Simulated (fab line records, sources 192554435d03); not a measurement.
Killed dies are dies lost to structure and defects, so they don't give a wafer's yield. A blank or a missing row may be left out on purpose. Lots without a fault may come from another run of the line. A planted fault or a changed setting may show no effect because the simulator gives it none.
Chamber matching | flow n5_finfet | N5_BEOL_M5_ETCH_62 on rie_diel-02: 4 sister chambers
The step etches SOC in N2/H2, target depth 75 nm, overetch 15 nm, time 112.5 s. 20 wafers are shown with their chamber, then 10 later ones without.

WAFERS WITH THEIR CHAMBER
wafer  | chamber | showerhead_plenum_p_Torr (Torr) | throttle_valve_pct (%) | oes_product_au (a.u.)
L080.2 | 1       | 2.66                            | 17.65                  | 0.63
L080.4 | 0       | 2.69                            | 17.94                  | 0.75
L080.5 | 1       | 2.66                            | 17.66                  | 0.62
L082.3 | 3       | 2.49                            | 18.49                  | 0.64
L082.4 | 2       | 2.61                            | 17.91                  | 0.55
L082.6 | 0       | 2.69                            | 17.93                  | 0.75
L079.4 | 2       | 2.61                            | 17.90                  | 0.55
L079.5 | 1       | 2.66                            | 17.65                  | 0.62
L079.6 | 0       | 2.69                            | 17.92                  | 0.75
L084.1 | 3       | 2.49                            | 18.48                  | 0.63
L084.4 | 1       | 2.66                            | 17.67                  | 0.63
L084.5 | 2       | 2.61                            | 17.93                  | 0.56
L081.3 | 2       | 2.60                            | 17.92                  | 0.55
L081.5 | 1       | 2.66                            | 17.67                  | 0.62
L081.6 | 0       | 2.69                            | 17.94                  | 0.73
L085.2 | 1       | 2.66                            | 17.67                  | 0.62
L085.3 | 0       | 2.69                            | 17.95                  | 0.73
L085.4 | 3       | 2.48                            | 18.49                  | 0.63
L089.1 | 1       | 2.65                            | 17.68                  | 0.61
L089.2 | 3       | 2.48                            | 18.53                  | 0.62

SIGNATURES (means of the wafers above)
reading                  | chamber 0 | chamber 1 | chamber 2 | chamber 3 | scatter within a chamber
showerhead_plenum_p_Torr | 2.6900    | 2.6586    | 2.6075    | 2.4850    | 0.00404
throttle_valve_pct       | 17.9360   | 17.6643   | 17.9150   | 18.4975   | 0.0143
oes_product_au           | 0.7420    | 0.6214    | 0.5525    | 0.6300    | 0.00807
Rule: a wafer's distance from a chamber is the root of the sum, over the readings, of the square of ((its reading less the chamber's mean) divided by the reading's scatter). The wafer belongs to the nearest chamber; if the next one is less than 2 further off, it can't be placed. The scatter: the root of (the sum of the squares of (reading less its chamber's mean) over the shown wafers, divided by (wafers less chambers)).

WAFERS WITHOUT THEIR CHAMBER
wafer  | showerhead_plenum_p_Torr (Torr) | throttle_valve_pct (%) | oes_product_au (a.u.)
L089.4 | 2.60                            | 17.56                  | 0.73
L091.3 | 2.60                            | 17.55                  | 0.72
L091.4 | 2.68                            | 17.97                  | 0.71
L091.5 | 2.68                            | 17.96                  | 0.71
L095.1 | 2.47                            | 18.54                  | 0.61
L095.2 | 2.68                            | 17.99                  | 0.69
L095.6 | 2.65                            | 17.71                  | 0.61
L097.4 | 2.68                            | 17.96                  | 0.69
L097.5 | 2.68                            | 17.97                  | 0.69
L097.6 | 2.65                            | 17.72                  | 0.60

WHICH CHAMBER EACH WENT THROUGH
wafer  | from the rows above | in truth
L089.4 | 1                   | 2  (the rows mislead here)
L091.3 | 1                   | 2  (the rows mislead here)
L091.4 | 0                   | 0
L091.5 | 0                   | 0
L095.1 | 3                   | 3
L095.2 | 0                   | 0
L095.6 | 1                   | 1
L097.4 | 0                   | 0
L097.5 | 0                   | 0
L097.6 | 1                   | 1
Placed correctly: 8 of 10. Can't be placed from these rows: 0. Placed wrongly: 2.
